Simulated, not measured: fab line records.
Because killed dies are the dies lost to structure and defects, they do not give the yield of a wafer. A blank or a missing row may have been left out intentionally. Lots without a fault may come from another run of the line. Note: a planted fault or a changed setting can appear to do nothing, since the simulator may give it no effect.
fab line records | flow n5-finfet
record lots=7 wafers=39
route steps=1938 shown ZERO_LAYER@16 ILD0@342 MOL_CONTACT_COAG@624 BEOL_M3@931 BEOL_M6@1251 BEOL_M9@1419 MIM_BOT@1833
start-h: hours from the record's opening day to when the first of the lot's shown wafers began | wait-h: hours since the lot's step before | " as in the row above | L1.1+2: a row that stands for several wafers | - value missing, or start not given | * or withheld: withheld | < > ~ a bound
route shown NAME@n: NAME is a module with steps in the file, n the number in the route of the first one | usual: mean/standard deviation taken from wafers without a fault | same: alike in all rows | chamber/n: place in a boat | sites: the reading at each site | _std_site: standard deviation across them | _edge_site: mean of outer sites minus mean of inner sites | radius-mm: how far each site lies from the wafer's centre | mask NAME#n: copy n | behind: tool/chamber where the wafer was last shaped | hold: cause of the lot's hold/its duration in hours/its outcome | device: names the non-switching transistor (n, p or np) | end of line: the same wafers' tests at the end of the route | for a step that has no rows: nothing shown but its recipe | killed: count of dies lost to structure and defects at first sort (not the wafer's yield) | map: shows each die of a wafer: x if killed, . if not, _ if none is there
set.NAME: the run value of the setting; set.NAME@STEP: its run value at that earlier step | model.NAME: the simulator's own value behind a step, which no gauge read
lots with deliberately changed settings; one table per step, one row per wafer
## steps
# step N5_ZERO_LAYER_ETCH_18
# recipe chemistry=HBr/Cl2 target=Si target-depth-a=1200 time-s=40 pressure-mtorr=10 icp-w=800 bias-w=75 HBr_flow_sccm=150 Cl2_flow_sccm=80
# columns lot.wafer tool chamber start-h wait-h set.target-depth-a model.ZERO_LAYER.feature-depth-nm model.etch.depth-nm model.coat_of_ZERO_LAYER_COAT_05.thk-nm
L075.1 rie-si-04 3 18.96 0.0 1200 118.5 118.5 933.5
L075.2 " 0 " " 1200 117 117 932.6
L075.3 " 1 " " 1200 120.9 120.9 931.7
L075.4 " 2 " " 1200 119.9 119.9 930.5
L075.5 " 2 " " 1200 119.9 119.9 933.2
L075.6 " 1 " " 1200 122 122 928
L077.2 rie-si-01 2 30.91 0.0 1200 121.6 121.6 931.9
L077.5 " 0 " " 1200 122.2 122.2 932.1
L077.6 " 1 " " 1200 118.8 118.8 933.2
L078.1 rie-si-03 3 36.93 0.0 484.9 48.19 48.19 956.6
L078.2 " 2 " " 1200 118.3 118.3 932.2
L078.3 " 0 " " 1200 119.5 119.5 932.3
L078.4 " 1 " " 1200 119.2 119.2 930.4
L078.5 " 1 " " 484.9 48.01 48.01 954.8
L078.6 " 2 " " 484.9 47.89 47.89 955.1
L080.1 rie-si-03 1 49.16 0.0 992.4 99 99 938.1
L080.2 " 0 " " 1200 119.9 119.9 929
L080.3 " 2 " " 1200 119.4 119.4 929.2
L080.4 " 3 " " 992.4 99.88 99.88 935.6
L080.5 " 2 " " 992.4 98.22 98.22 933.7
L080.6 " 3 " " 1200 120.6 120.6 931
L088.1 rie-si-03 2 96.91 0.0 1200 118.1 118.1 932.3
L088.2 " 3 " " 1435 143.3 143.3 923.2
L088.3 " 0 " " 1200 118.3 118.3 929.7
L088.4 " 1 " " 1435 141.2 141.2 922.6
L088.5 " 2 " " 1200 118.8 118.8 936.2
L088.6 " 1 " " 1435 142.2 142.2 923.6
L090.1 rie-si-01 0 109.10 0.0 1200 121.7 121.7 932.9
L090.2 " 2 " " 1200 122.6 122.6 930.1
L090.3 " 3 " " 963.8 98.75 98.75 940.6
L090.4 " 1 " " 1200 119.2 119.2 931.7
L090.5 " 0 " " 963.8 97.5 97.5 937.8
L090.6 " 3 " " 963.8 98.78 98.78 936.4
L096.1 rie-si-01 2 145.25 0.0 1682 170.7 170.7 911.1
L096.2 " 3 " " 1200 121.5 121.5 929.7
L096.3 " 0 " " 1682 169.8 169.8 914.1
L096.4 " 1 " " 1200 118.9 118.9 928.3
L096.5 " 0 " " 1200 120.7 120.7 928.8
L096.6 " 1 " " 1682 167.1 167.1 914.8
# step N5_ZERO_LAYER_STRIP_24
# recipe chemistry=O2 power-w=1000 temp-c=250 overash-fraction=0.3 pressure-mtorr=1000 o2-flow-sccm=6750
# usual strip-time-to-endpoint-s=43.84/0.08
# columns lot.wafer tool chamber start-h wait-h set.target-depth-a@ZERO_LAYER_ETCH_18 strip-time-to-endpoint-s
L075.1 plasma-asher-02 1 19.06 0.1 1200 43.94
L075.2 " 0 " " 1200 43.92
L075.3 " 0 " " 1200 43.90
L075.4 " 1 " " 1200 43.84
L075.5 " 0 " " 1200 43.91
L075.6 " 1 " " 1200 43.78
L077.2 plasma-asher-01 1 31.02 0.1 1200 43.88
L077.5 " 1 " " 1200 43.89
L077.6 " 0 " " 1200 43.93
L078.1 plasma-asher-02 0 37.03 0.1 484.9 44.65
L078.2 " 1 " " 1200 43.90
L078.3 " 0 " " 1200 43.90
L078.4 " 1 " " 1200 43.86
L078.5 " 1 " " 484.9 44.56
L078.6 " 0 " " 484.9 44.58
L080.1 plasma-asher-02 1 49.27 0.1 992.4 44.08
L080.2 " 0 " " 1200 43.81
L080.3 " 0 " " 1200 43.82
L080.4 " 1 " " 992.4 43.99
L080.5 " 0 " " 992.4 43.96
L080.6 " 1 " " 1200 43.86
L088.1 plasma-asher-02 0 97.02 0.1 1200 43.92
L088.2 " 1 " " 1435 43.64
L088.3 " 1 " " 1200 43.82
L088.4 " 0 " " 1435 43.59
L088.5 " 1 " " 1200 44.04
L088.6 " 0 " " 1435 43.65
L090.1 plasma-asher-02 0 109.21 0.1 1200 43.93
L090.2 " 1 " " 1200 43.84
L090.3 " 1 " " 963.8 44.15
L090.4 " 0 " " 1200 43.88
L090.5 " 1 " " 963.8 44.06
L090.6 " 0 " " 963.8 44.01
L096.1 plasma-asher-01 0 145.35 0.1 1682 43.26
L096.2 " 1 " " 1200 43.82
L096.3 " 1 " " 1682 43.38
L096.4 " 0 " " 1200 43.79
L096.5 " 1 " " 1200 43.80
L096.6 " 0 " " 1682 43.36
# step N5_ILD0_PRECLEAN_10
# recipe chemistry=NF3:NH3 afs-cycles=5 time-s=20 temp-c=30 sublimation-temp-c=180 sublimation-time-s=60 pressure-torr=3 rf-power-w=30
# columns lot.wafer tool chamber start-h wait-h set.time-s model.SiO2_flowable_of_ILD0_FCVD_FILL_01.thk-nm
L075.1 remote-plasma-02 0 71.23 0.0 10.48 129.2
L075.2 " 0 " " 20 121.6
L075.3 " 0 " " 20 121.8
L075.4 " 0 " " 10.48 128.8
L075.5 " 0 " " 10.48 127.6
L075.6 " 0 " " 20 121
L077.2 remote-plasma-02 0 81.74 0.1 20 122.4
L077.5+6 " 0 " " 20 122
L078.1 remote-plasma-01 0 88.12 0.0 20 121.4
L078.2+6 " 0 " " 20 120.8
L078.3 " 0 " " 20 121
L078.4 " 0 " " 20 122.4
L078.5 " 0 " " 20 122.2
L080.1 remote-plasma-02 1 97.25 0.0 24.44 118.4
L080.2 " 1 " " 20 120.8
L080.3 " 1 " " 24.44 115.8
L080.4 " 1 " " 20 121.8
L080.5 " 1 " " 24.44 117.2
L080.6 " 1 " " 20 121.4
L088.1 remote-plasma-01 0 151.75 0.0 29.13 113.4
L088.2 " 0 " " 20 121.8
L088.3 " 0 " " 20 119.4
L088.4 " 0 " " 29.13 114
L088.5 " 0 " " 29.13 114.8
L088.6 " 0 " " 20 121.2
L090.1 remote-plasma-02 0 160.17 0.0 20 118.8
L090.2 " 0 " " 20 120
L090.3 " 0 " " 20 119.4
L090.4 " 0 " " 20 119.8
L090.5 " 0 " " 20 120.2
L090.6 " 0 " " 20 119
L096.1+3 remote-plasma-01 0 197.82 0.0 20 118.6
L096.2 " 0 " " 20 121
L096.4 " 0 " " 20 119
L096.5 " 0 " " 20 119.8
L096.6 " 0 " " 20 120
# step N5_MOL_CONTACT_COAG_CVD_140
# recipe material=W target-thk-a=665 mode=selective-fill temp-c=300 time-s=215
# columns lot.wafer tool chamber start-h wait-h set.target-thk-a model.W_of_MOL_CONTACT_COAG_CVD_140.thk-nm
L075.1 cvd-w-01 0 110.77 0.1 665 67
L075.2+3 " 1,0 " " 665 67.2
L075.4 " 1 " " 821.9 82.4
L075.5 " 0 " " 821.9 82
L075.6 " 1 " " 821.9 82.2
L077.2 cvd-w-02 1 120.09 0.1 665 67.6
L077.5 " 1 " " 665 67.4
L077.6 " 0 " " 665 67.2
L078.1 cvd-w-02 0 128.12 0.1 880.4 88.2
L078.2 " 0 " " 665 66.8
L078.3 " 0 " " 880.4 87.6
L078.4 " 0 " " 665 66
L078.5 " 0 " " 880.4 88.4
L078.6 " 0 " " 665 66.2
L080.1 cvd-w-02 0 134.97 0.1 665 66.8
L080.2 " 0 " " 522.7 51.8
L080.3 " 0 " " 522.7 52
L080.4 " 0 " " 522.7 51.4
L080.5 " 0 " " 665 66.6
L080.6 " 0 " " 665 65.2
L088.1 cvd-w-01 0 195.34 0.1 1000 98.8
L088.2 " 1 " " 665 65.4
L088.3 " 1 " " 665 66.2
L088.4 " 0 " " 665 65.2
L088.5 " 0 " " 1000 98.6
L088.6 " 1 " " 1000 99.4
L090.1+6 cvd-w-02 1 197.81 0.1 665 66.4
L090.2 " 0 " " 665 66.2
L090.3 " 0 " " 972.8 97.2
L090.4 " 1 " " 972.8 96.8
L090.5 " 0 " " 972.8 96.6
L096.1 cvd-w-02 0 234.19 0.1 665 66.8
L096.2+3 " 1,0 " " 545.8 55
L096.4 " 1 " " 545.8 56
L096.5 " 0 " " 665 66.6
L096.6 " 1 " " 665 67.4
# step N5_MOL_CONTACT_COAG_PRECLEAN_127
# recipe chemistry=DIW time-s=57.5 temp-c=23
# step N5_MOL_CONTACT_COAG_SRD_128
# recipe dry-time-s=32 dry=n2-spin spin-rpm=1500
# step N5_MOL_CONTACT_COAG_CMP_52
# recipe stop-on=SiO2 t-overpolish-s=1.5 post-cmp-clean=w-dilute-nh4oh down-force-psi=4 platen-rpm=50.289 pad-velocity-m-s=1.0006 target-thk-nm=66.5
# columns lot.wafer tool chamber start-h wait-h set.target-thk-a@MOL_CONTACT_COAG_CVD_140 model.W_of_MOL_CONTACT_COAG_CVD_140.thk-nm
L075.1 cmp-03 0 111.10 0.0 665 67
L075.2+3 " 1,2 " " 665 67.2
L075.4 " 3 " " 821.9 64.6
L075.6 " 0 " " 821.9 65.6
L075.5 " 1 " " 821.9 65.8
L077.2 cmp-03 2 120.45 0.1 665 67
L077.6 " 1 " " 665 67.2
L077.5 " 2 " " 665 67.4
L078.1+5 cmp-01 0,1 128.68 0.0 880.4 65.6
L078.2 " 1 " " 665 66.8
L078.4 " 2 " " 665 66
L078.3 " 3 " " 880.4 66
L078.6 " 0 " " 665 66.2
L080.3 cmp-02 0 135.53 0.0 522.7 52
L080.4 " 1 " " 522.7 51.4
L080.1 " 2 " " 665 66.8
L080.2 " 3 " " 522.7 51.8
L080.6 " 0 " " 665 65.2
L080.5 " 1 " " 665 66.6
L088.4 cmp-02 1 195.81 0.0 665 65.2
L088.3 " 2 " " 665 66.2
L088.2 " 3 " " 665 65.4
L088.1 " 0 " " 1000 68.4
L088.6 " 1 " " 1000 66
L088.5 " 2 " " 1000 67.2
L090.3 cmp-03 3 198.14 0.0 972.8 67.2
L090.2 " 0 " " 665 66.2
L090.1+6 " 1,0 " " 665 66.4
L090.4 " 2 " " 972.8 67.6
L090.5 " 3 " " 972.8 67.4
L096.1 cmp-01 0 234.51 0.0 665 66.8
L096.4 " 1 " " 545.8 56
L096.2+3 " 2,3 " " 545.8 55
L096.6 " 0 " " 665 67.4
L096.5 " 1 " " 665 66.6
# step N5_BEOL_M3_ILD_DEP_00
# recipe material=SiOC target-thk-a=790 temp-c=350 precursor=DEMS/O2 pressure-torr=5 rf-w=500 time-s=15.3
# columns lot.wafer tool chamber start-h wait-h set.time-s model.SiOC_of_BEOL_M3_ILD_DEP_00.thk-nm
L075.1 pecvd-03 2 148.94 0.0 15.3 79.2
L075.2 " 0 " " 24 122.6
L075.3 " 1 " " 15.3 79.6
L075.4 " 1 " " 15.3 81.6
L075.5 " 0 " " 24 124.8
L075.6 " 2 " " 24 124.4
L077.2 pecvd-02 2 164.30 0.0 15.3 78
L077.5 " 2 " " 15.3 79.4
L077.6 " 1 " " 15.3 80.2
L078.1 pecvd-04 1 164.70 0.0 15.3 79
L078.2 " 2 " " 15.3 78.6
L078.3 " 0 " " 15.3 77.6
L078.4 " 1 " " 10.18 53.6
L078.5 " 2 " " 10.18 53.8
L078.6 " 0 " " 10.18 52.6
L080.1 pecvd-02 2 177.00 0.0 10.33 53
L080.2 " 1 " " 15.3 78.6
L080.3 " 0 " " 15.3 76.8
L080.4 " 2 " " 10.33 53.4
L080.5 " 1 " " 15.3 79.8
L080.6 " 0 " " 10.33 52.6
L090.1 pecvd-04 1 261.97 0.0 11 58.6
L090.2 " 2 " " 15.3 78.8
L090.3 " 0 " " 11 57.6
L090.4 " 0 " " 11 57.4
L090.5 " 2 " " 15.3 79.8
L090.6 " 1 " " 15.3 81.8
L088.1 pecvd-03 2 266.15 0.0 15.3 77.8
L088.2 " 0 " " 15.3 78.6
L088.3 " 0 " " 15.3 79
L088.4 " 2 " " 22.26 114.2
L088.5 " 2 " " 22.26 114.8
L088.6 " 0 " " 22.26 115.8
L096.1 pecvd-02 2 279.37 0.0 15.3 77.8
L096.2 " 1 " " 15.3 79.6
L096.3 " 0 " " 15.3 77.6
L096.4 " 0 " " 15.3 78.8
L096.5+6 " 2,1 " " 15.3 79.8
# step N5_BEOL_M3_THK_MEAS_01
# recipe reads=SiOC_of_BEOL_M3_ILD_DEP_00
# usual M3_ILD_THK=79.2/1.1
# columns lot.wafer tool chamber start-h wait-h set.time-s@BEOL_M3_ILD_DEP_00 M3_ILD_THK[nm]
L075.1 film-metro-02 - 149.01 0.0 15.3 79.2
L075.2 " - " " 24 122.7
L075.3 " - " " 15.3 79.7
L075.4 " - " " 15.3 81.6
L075.5 " - " " 24 124.8
L075.6 " - " " 24 124.5
L077.2 film-metro-01 - 164.37 0.1 15.3 78.0
L077.5 " - " " 15.3 79.5
L077.6 " - " " 15.3 80.1
L078.1 film-metro-01 - 164.77 0.0 15.3 78.9
L078.2 " - " " 15.3 78.5
L078.3 " - " " 15.3 77.6
L078.4 " - " " 10.18 53.6
L078.5 " - " " 10.18 53.7
L078.6 " - " " 10.18 52.5
L080.1 film-metro-02 - 177.06 0.0 10.33 53.0
L080.2 " - " " 15.3 78.6
L080.3 " - " " 15.3 76.9
L080.4 " - " " 10.33 53.5
L080.5 " - " " 15.3 79.9
L080.6 " - " " 10.33 52.6
L090.1 film-metro-02 - 262.04 0.0 11 58.7
L090.2 " - " " 15.3 78.7
L090.3 " - " " 11 57.7
L090.4 " - " " 11 57.4
L090.5 " - " " 15.3 79.8
L090.6 " - " " 15.3 81.8
L088.1 film-metro-02 - 266.23 0.1 15.3 77.8
L088.2 " - " " 15.3 78.6
L088.3 " - " " 15.3 79.0
L088.4 " - " " 22.26 114.2
L088.5 " - " " 22.26 114.9
L088.6 " - " " 22.26 115.8
L096.1 film-metro-02 - 279.44 0.0 15.3 77.9
L096.2 " - " " 15.3 79.6
L096.3 " - " " 15.3 77.6
L096.4 " - " " 15.3 78.9
L096.5 " - " " 15.3 79.8
L096.6 " - " " 15.3 79.8
# step N5_BEOL_M6_ALD_77
# recipe material=TaN target-thk-a=20 temp-c=275 ald-precursor-family=PDMAT ald-co-reactant=NH3 pressure-torr=3 carrier-flow-sccm=1500 pulse-time-s=2 purge-time-s=3 co-reactant-purge-time-s=2 co-reactant-pulse-time-s=3 ald-cycles=40 precursor-vessel-temp-c=75 precursor-vessel-pressure-torr=26.25 precursor-vessel-carrier-sccm=1000
# columns lot.wafer tool chamber start-h wait-h set.ald-cycles model.TaN_of_BEOL_M6_ALD_77.thk-nm
L075.1+2+3+4+5+6 ald-metal-03 1,2,3,0,0,1 191.64 0.0 40 2
L077.2+5+6 ald-metal-04 3,0,3 206.22 0.0 40 2
L078.1+4+5 ald-metal-01 3,1,1 215.85 0.0 40 2
L078.2+3+6 " 2,0,2 " " 31 1.6
L080.1+2+3+4+5+6 ald-metal-01 3,1,2,0,1,2 256.98 0.0 40 2
L088.1+3+5 ald-metal-01 3,0,1 305.74 0.3 31 1.6
L088.2+4+6 " 1,2,0 " " 40 2
L090.1+5+6 ald-metal-03 0,2,3 320.43 0.0 21 1
L090.2+3+4 " 1,3,2 " " 40 2
L096.1+4+5 ald-metal-01 2,3,1 334.63 0.0 40 2
L096.2+3+6 " 1,0,0 " " 33 1.6
# step N5_BEOL_M9_ETCH_62
# recipe chemistry=N2/H2 target=SOC target-depth-a=1100 overetch-a=220 mask-material=SiARC temp-c=40 time-s=165 ion-energy-ev=200 pressure-mtorr=30 source-w=840 bias-w=150 n2-flow-sccm=200 h2-flow-sccm=200
# columns lot.wafer tool chamber start-h wait-h set.time-s model.etch.depth-nm model.SiARC_of_BEOL_M9_COAT_60.thk-nm
L075.1 rie-diel-01 2 220.25 0.0 105.3 82.18 26
L075.2 " 3 " " 105.3 82.84 26
L075.3+6 " 1,3 " " 165 100.2 23.6
L075.4 " 0 " " 105.3 86.04 25.6
L075.5 " 2 " " 165 100.4 23.6
L077.2 rie-diel-01 0 228.67 0.0 165 100.1 23.4
L077.5 " 0 " " 165 99.65 23.6
L077.6 " 1 " " 165 99.78 23.8
L078.1 rie-diel-01 0 238.30 0.0 165 99.71 23.4
L078.2 " 2 " " 211 99.83 22
L078.3 " 1 " " 165 99.9 23.8
L078.4 " 2 " " 211 99.85 22
L078.5 " 1 " " 165 99.74 23.8
L078.6 " 0 " " 211 99.78 21.6
L080.1 rie-diel-01 3 279.65 0.0 165 99.59 23.6
L080.2 " 0 " " 125.5 99.38 24.8
L080.3 " 1 " " 165 99.83 23.6
L080.4 " 2 " " 165 99.54 23.6
L080.5 " 3 " " 125.5 99.41 25.2
L080.6 " 2 " " 125.5 98.16 25.2
L088.1 rie-diel-01 2 331.62 0.0 72.21 55.26 27.2
L088.2 " 3 " " 165 99.82 23.6
L088.3+6 " 1 " " 165 100 23.6
L088.4 " 0 " " 72.21 58.62 27
L088.5 " 2 " " 72.21 55.2 27.2
L090.1 rie-diel-03 0 347.40 0.0 165 100 24
L090.2 " 3 " " 241.3 99.68 20.6
L090.3 " 1 " " 241.3 99.78 20.8
L090.4 " 2 " " 165 99.69 23.8
L090.5 " 1 " " 165 99.9 23.8
L090.6 " 0 " " 241.3 100.1 21.2
L096.1 rie-diel-01 1 352.70 0.0 86.73 65.22 26.6
L096.2 " 2 " " 165 99.57 23.8
L096.3 " 3 " " 86.73 67.32 26.8
L096.4 " 0 " " 86.73 70.09 26.4
L096.5 " 1 " " 165 99.4 23.8
L096.6 " 0 " " 165 99.65 23.4
# step N5_BEOL_M9_STRIP_68
# recipe chemistry=N2/H2 temp-c=40 n2-flow-sccm=200 h2-flow-sccm=200 rf-frequency-hz=6e+07
# step N5_BEOL_M9_STRIP_67
# recipe chemistry=CF4 resist=SiARC power-w=300 bias-power-w=75 pressure-mtorr=50 cf4-flow-sccm=150 rf-frequency-hz=6e+07
# step N5_BEOL_M9_HM_OPEN_17
# recipe chemistry=Cl2/BCl3 target-depth-a=200 overetch-a=60 target=TiN mask-material=SOC ion-energy-ev=150 pressure-mtorr=10 icp-w=1000 bias-w=126 Cl2_flow_sccm=53.25 bcl3-flow-sccm=21.75 Ar_flow_sccm=25
# usual oes-product-au=0.67/0.082
# columns lot.wafer tool chamber start-h wait-h set.time-s@BEOL_M9_ETCH_62 oes-product-au
L075.1 rie-metal-02 0 220.44 0.0 105.3 0.24
L075.2 " 1 " " 105.3 0.26
L075.3 " 1 " " 165 0.59
L075.4 " 0 " " 105.3 0.24
L075.5 " 1 " " 165 0.60
L075.6 " 0 " " 165 0.53
L077.2 rie-metal-03 1 228.86 0.0 165 0.64
L077.5 " 0 " " 165 0.72
L077.6 " 1 " " 165 0.64
L078.1 rie-metal-01 0 238.49 0.0 165 0.76
L078.2 " 1 " " 211 0.65
L078.3 " 1 " " 165 0.74
L078.4 " 0 " " 211 0.68
L078.5 " 1 " " 165 0.74
L078.6 " 0 " " 211 0.67
L080.1 rie-metal-01 1 279.84 0.0 165 0.72
L080.2 " 0 " " 125.5 0.74
L080.3 " 0 " " 165 0.74
L080.4 " 1 " " 165 0.73
L080.5 " 1 " " 125.5 0.72
L080.6 " 0 " " 125.5 0.74
L088.1 rie-metal-03 1 331.81 0.0 72.21 0.27
L088.2 " 0 " " 165 0.70
L088.3 " 1 " " 165 0.62
L088.4 " 0 " " 72.21 0.31
L088.5 " 0 " " 72.21 0.30
L088.6 " 1 " " 165 0.61
L090.1 rie-metal-03 0 347.58 0.0 165 0.69
L090.2 " 1 " " 241.3 0.49
L090.3 " 1 " " 241.3 0.50
L090.4 " 0 " " 165 0.69
L090.5 " 0 " " 165 0.70
L090.6 " 1 " " 241.3 0.51
L096.1 rie-metal-03 1 352.88 0.0 86.73 0.28
L096.2 " 0 " " 165 0.68
L096.3 " 0 " " 86.73 0.30
L096.4 " 1 " " 86.73 0.28
L096.5 " 0 " " 165 0.69
L096.6 " 1 " " 165 0.62
# step N5_MIM_BOT_SPUTTER_00
# recipe material=TiN target-thk-a=350 temp-c=200 power-w=3000 chamber-pressure-pa=0.49996 gas=Ar reactive-partial-pa=0.37997 time-s=89.7
# columns lot.wafer tool chamber start-h wait-h set.time-s model.TiN_of_MIM_BOT_SPUTTER_00.thk-nm
L075.1 pvd-sputter-03 - 270.34 0.0 89.7 35.2
L075.2 " - " " 119.9 47.2
L075.3 " - " " 119.9 46.4
L075.4+5 " - " " 89.7 34.8
L075.6 " - " " 119.9 46.8
L077.2+5+6 pvd-sputter-01 - 274.14 0.0 89.7 35.2
L078.1 pvd-sputter-02 - 287.80 0.0 118.1 46.2
L078.2 " - " " 118.1 45.4
L078.3+6 " - " " 89.7 34.6
L078.4 " - " " 89.7 34.8
L078.5 " - " " 118.1 45
L080.1 pvd-sputter-03 - 322.96 0.0 89.7 34.6
L080.2+5 " - " " 89.7 34.2
L080.3+4+6 " - " " 114.7 44.4
L088.1 pvd-sputter-02 - 379.09 0.0 89.7 35
L088.2+5 " - " " 89.7 34.2
L088.3 " - " " 89.7 35.4
L088.4+6 " - " " 89.7 34.6
L090.1 pvd-sputter-03 - 397.82 0.0 89.7 35
L090.2 " - " " 89.7 34
L090.3+4+6 " - " " 89.7 34.4
L090.5 " - " " 89.7 34.6
L096.1 pvd-sputter-03 - 406.97 0.0 139.7 54.2
L096.2 " - " " 89.7 33.8
L096.3 " - " " 89.7 34.2
L096.4 " - " " 139.7 54
L096.5 " - " " 89.7 34.4
L096.6 " - " " 139.7 53.2
## key
split step=N5_ZERO_LAYER_ETCH_18 setting=target-depth-a stated=1200 by=wafer
response step=N5_ZERO_LAYER_ETCH_18 reading=model.ZERO_LAYER.feature-depth-nm change=+1.2 per=1% r=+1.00
response step=N5_ZERO_LAYER_ETCH_18 reading=model.etch.depth-nm change=+1.2 per=1% r=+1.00
response step=N5_ZERO_LAYER_ETCH_18 reading=model.coat_of_ZERO_LAYER_COAT_05.thk-nm change=-0.396 per=1% r=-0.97
response step=N5_ZERO_LAYER_STRIP_24 reading=strip-time-to-endpoint-s change=* per=1% r=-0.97
split step=N5_ILD0_PRECLEAN_10 setting=time-s stated=20 by=wafer
response step=N5_ILD0_PRECLEAN_10 reading=model.SiO2_flowable_of_ILD0_FCVD_FILL_01.thk-nm change=-0.152 per=1% r=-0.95
split step=N5_MOL_CONTACT_COAG_CVD_140 setting=target-thk-a stated=665 by=wafer
response step=N5_MOL_CONTACT_COAG_CVD_140 reading=model.W_of_MOL_CONTACT_COAG_CVD_140.thk-nm change=+0.661 per=1% r=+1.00
response step=N5_MOL_CONTACT_COAG_CMP_52 reading=model.W_of_MOL_CONTACT_COAG_CVD_140.thk-nm shape=bent at-lowest=51.73 at-stated=66.53 at-highest=67.2
split step=N5_BEOL_M3_ILD_DEP_00 setting=time-s stated=15.3 by=wafer
response step=N5_BEOL_M3_ILD_DEP_00 reading=model.SiOC_of_BEOL_M3_ILD_DEP_00.thk-nm change=+0.779 per=1% r=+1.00
response step=N5_BEOL_M3_THK_MEAS_01 reading=M3_ILD_THK change=+0.779 per=1% r=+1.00
split step=N5_BEOL_M6_ALD_77 setting=ald-cycles stated=40 by=wafer
response step=N5_BEOL_M6_ALD_77 reading=model.TaN_of_BEOL_M6_ALD_77.thk-nm change=+0.0203 per=1% r=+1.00
split step=N5_BEOL_M9_ETCH_62 setting=time-s stated=165 by=wafer
response step=N5_BEOL_M9_ETCH_62 reading=model.etch.depth-nm shape=bent at-lowest=56.36 at-stated=99.84 at-highest=99.85
response step=N5_BEOL_M9_ETCH_62 reading=model.SiARC_of_BEOL_M9_COAT_60.thk-nm change=-0.0631 per=1% r=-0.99
response step=N5_BEOL_M9_HM_OPEN_17 reading=oes-product-au shape=bent at-lowest=0.29 at-stated=0.67 at-highest=0.50
split step=N5_MIM_BOT_SPUTTER_00 setting=time-s stated=89.7 by=wafer
response step=N5_MIM_BOT_SPUTTER_00 reading=model.TiN_of_MIM_BOT_SPUTTER_00.thk-nm change=+0.352 per=1% r=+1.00
